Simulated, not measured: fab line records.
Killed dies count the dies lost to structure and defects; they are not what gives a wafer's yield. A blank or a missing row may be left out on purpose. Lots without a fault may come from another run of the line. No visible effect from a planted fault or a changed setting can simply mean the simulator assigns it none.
Split-lot trial    flow n5-finfet    21 wafers read from 7 lots, route of 1938 steps

== SPLIT DETAILS ==
At N5_BEOL_M0_SAQP_EXPOSE_11 (exposes mask M0 CORE, target cd 42 nm), the setting dose-mj was moved away from the recipe's 55 on 8 of the 21 wafers read, by -7.5% to +6.2%. The other wafers ran this setting at the recipe's value.

== FROM THE SPLIT TO THE READING: what the file shows between them, 2 steps ==
- N5_BEOL_M0_SAQP_PEB_12: peb time 60 s
- N5_BEOL_M0_SAQP_DEVELOP_13: develop time 30 s

== THE READING ==
cd-nm at N5_BEOL_M0_SAQP_CD_MEAS_14, given in nm (cd target 42.5 nm). A value of 42.5 nm with a standard deviation of 0.31 nm is what fault-free wafers of this fab line usually give.

wafer   tool, chamber at the split  dose-mj as run  against the recipe  cd-nm, nm  against lot-mates on the recipe
L074.3  arfi-scanner-01, 0          50.89           -7.5%               45.3       no lot-mate on the recipe
L074.5  arfi-scanner-01, 0          50.89           -7.5%               45.0       no lot-mate on the recipe
L074.6  arfi-scanner-01, 0          50.89           -7.5%               45.2       no lot-mate on the recipe
L076.2  arfi-scanner-02, 0          51.28           -6.8%               44.9       +1.9
L076.4  arfi-scanner-02, 0          55              recipe              43.2       -
L076.5  arfi-scanner-02, 0          55              recipe              42.7       -
L087.1  arfi-scanner-01, 0          55              recipe              42.1       -
L087.5  arfi-scanner-01, 0          58.42           +6.2%               40.8       -1.3
L087.6  arfi-scanner-01, 0          58.42           +6.2%               40.6       -1.5
L088.1  arfi-scanner-03, 0          55              recipe              42.8       -
L088.3  arfi-scanner-03, 0          55              recipe              42.8       -
L088.6  arfi-scanner-03, 0          55              recipe              42.4       -
L090.3  arfi-scanner-02, 0          55              recipe              42.4       -
L090.4  arfi-scanner-02, 0          55              recipe              42.3       -
L090.6  arfi-scanner-02, 0          55              recipe              42.3       -
L091.2  arfi-scanner-01, 0          55              recipe              42.3       -
L091.3  arfi-scanner-01, 0          55              recipe              43.0       -
L091.5  arfi-scanner-01, 0          55              recipe              43.4       -
L092.3  arfi-scanner-01, 0          55              recipe              42.2       -
L092.5  arfi-scanner-01, 0          53.28           -3.1%               43.6       +1.4
L092.6  arfi-scanner-01, 0          53.28           -3.1%               43.7       +1.5

FIT RESULTS
A straight line over all 21 wafers: cd-nm changes by -0.33 nm for each +1% of dose-mj; r = -0.97; the points scatter about the line by 0.34 nm.
The same after taking each lot's own level away (the mean of its wafers on the recipe; 18 wafers): -0.278 nm for each +1%; r = -0.94; scatter 0.31 nm.
That fit puts the effect of the largest move of dose-mj on the reading at 2.1 nm.
From 42.10 to 42.95 nm: that is the span of the lots' own levels, equal to 2.7 times the standard deviation above.
Thus the slope moves with the lot-to-lot level: the two fits are different.
Check: +2 nm against its lot-mates is what the line predicts for one of the wafers moved furthest among these (-6.8%) when that wafer is left out of the fit. It came out at +1.95 nm against them.

== THESE WAFERS: OTHER SPLITS ==
Before the reading, these wafers also passed through other splits. Each is held against what the fit with the lots' levels taken away leaves over:
other split on the same wafers         wafers away from the commonest value  r with cd-nm (lot level and that fit taken away)
N5_STI_FIN_REVEAL_PRECLEAN_17 time-s   10                                    -0.02
N5_SD_EPI_N_DEVELOP_08 develop-time-s  5                                     +0.38
N5_SD_EPI_N_ETCH_45 target-depth-a     5                                     +0.04
N5_ILD0_CMP_12 down-force-psi          5                                     -0.18
N5_HKMG_FIN_ETCH_54 bias-w             6                                     -0.08
N5_HKMG_FIN_PEB_10 peb-time-s          9                                     -0.20
N5_GATE_CUT_CUT_ETCH_53 icp-w          4                                     -0.04
N5_MOL_CONTACT_COAG_COAT_34 spin-rpm   6                                     +0.33
N5_BEOL_M0_SAQP_PECVD_97 time-s        9                                     +0.20

== FILE'S OWN FIT ==
cd-nm changes by -0.278 nm for each +1% of dose-mj, r = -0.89.
